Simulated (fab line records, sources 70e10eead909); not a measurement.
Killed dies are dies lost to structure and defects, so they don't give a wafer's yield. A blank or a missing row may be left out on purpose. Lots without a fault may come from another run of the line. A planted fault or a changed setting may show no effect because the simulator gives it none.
Tool commonality check | flow nand_harc | 3 lots, 9 wafers sampled

WHY IT WAS OPENED
At NHARC_END_SORT_01 the reading killed_at_other is flagged on 2 of 3 lots. Wafers without a fault read 0.8, standard deviation 1.1.
Rule: a lot is flagged when every wafer of it that has a number lies more than 4 standard deviations from that mean, or none has a number. The other lots count as sound.

lot  | measured     | on        | killed_at_other, wafer by wafer | flag
L275 | day 31 13:25 | prober-01 | 616 583 603                     | FLAGGED
L276 | day 31 13:26 | prober-02 | 5 0 5                           |
L278 | day 32 08:52 | prober-01 | 583 605 603                     | FLAGGED
The numbers of the flagged lots are 598.8 on average: +598.0 against the usual, or +99 or more standard deviations.

WHICH TOOL RAN EACH LOT
The record holds 3 process steps before the reading, out of a route of 1302 steps. In each cell: the tool, then ch and the chambers that the sampled wafers went through, then the start.
lot  | flag    | NHARC_A_BONDPAD_ETCH_12                     | NHARC_A_BONDPAD_PVD_17                  | NHARC_THIN_TSV_PVD_24
L275 | FLAGGED | rie_diel-06 ch 1,3, day 30 19:09 or earlier | pvd_sputter-01, day 30 19:09 or earlier | pvd_sputter-03, day 31 04:08
L276 |         | rie_diel-06 ch 1,2, day 30 19:09 or earlier | pvd_sputter-02, day 30 19:09 or earlier | pvd_sputter-01, day 31 03:25
L278 | FLAGGED | rie_diel-06 ch 0,1, day 31 15:13 or earlier | pvd_sputter-03, day 31 15:13 or earlier | pvd_sputter-03, day 31 23:01
What these steps do:
- NHARC_A_BONDPAD_ETCH_12: etches the open film in CHF3/O2, target depth 220 nm, time 110 s.
- NHARC_A_BONDPAD_PVD_17: deposits TaN, target thk 5 nm, time 8.06 s.
- NHARC_THIN_TSV_PVD_24: deposits Al, target thk 800 nm.
- NHARC_END_SORT_01

FLAGGED OVER TOTAL, TOOL BY TOOL (the gauges that took the reading come last)
step                    | tool           | lots run | flagged | share of the flagged lots | sound lots run after its first flagged lot
NHARC_A_BONDPAD_ETCH_12 | rie_diel-06    | 3        | 2       | all                       | 0
NHARC_A_BONDPAD_PVD_17  | pvd_sputter-01 | 1        | 1       | some                      | 0
NHARC_A_BONDPAD_PVD_17  | pvd_sputter-02 | 1        | 0       | none                      | -
NHARC_A_BONDPAD_PVD_17  | pvd_sputter-03 | 1        | 1       | some                      | 0
NHARC_THIN_TSV_PVD_24   | pvd_sputter-01 | 1        | 0       | none                      | -
NHARC_THIN_TSV_PVD_24   | pvd_sputter-03 | 2        | 2       | all                       | 0
NHARC_END_SORT_01       | prober-01      | 2        | 2       | all                       | 0
NHARC_END_SORT_01       | prober-02      | 1        | 0       | none                      | -
NHARC_A_BONDPAD_ETCH_12 gives no start for some lots, so the hours and the order of its lots are those of NHARC_HYBRID_BOND_OVL_MEAS_05. NHARC_A_BONDPAD_PVD_17 gives no start for some lots, so the hours and the order of its lots are those of NHARC_HYBRID_BOND_OVL_MEAS_05.

WHAT THE TABLE ALLOWS
3 rows of the table ran every flagged lot: rie_diel-06 at NHARC_A_BONDPAD_ETCH_12, pvd_sputter-03 at NHARC_THIN_TSV_PVD_24, prober-01 at NHARC_END_SORT_01.
- rie_diel-06 at NHARC_A_BONDPAD_ETCH_12: 2 of its 3 lots flagged. Its last sound lot is L276 (day 30 19:09), its first flagged lot L275 (day 30 19:09): a fault that began between those two fits.
- pvd_sputter-03 at NHARC_THIN_TSV_PVD_24: 2 of its 2 lots flagged. It ran no sound lot before its first flagged lot in this sample, so the start can't be narrowed down.
- prober-01 at NHARC_END_SORT_01: 2 of its 2 lots flagged. It ran no sound lot before its first flagged lot in this sample, so the start can't be narrowed down.
Counting lots can't tell these 3 tools apart, because each fits a fault that began at some hour. More lots, or a look at what each step does to the wafer, might.

WHAT THE SIMULATOR HAD PUT IN
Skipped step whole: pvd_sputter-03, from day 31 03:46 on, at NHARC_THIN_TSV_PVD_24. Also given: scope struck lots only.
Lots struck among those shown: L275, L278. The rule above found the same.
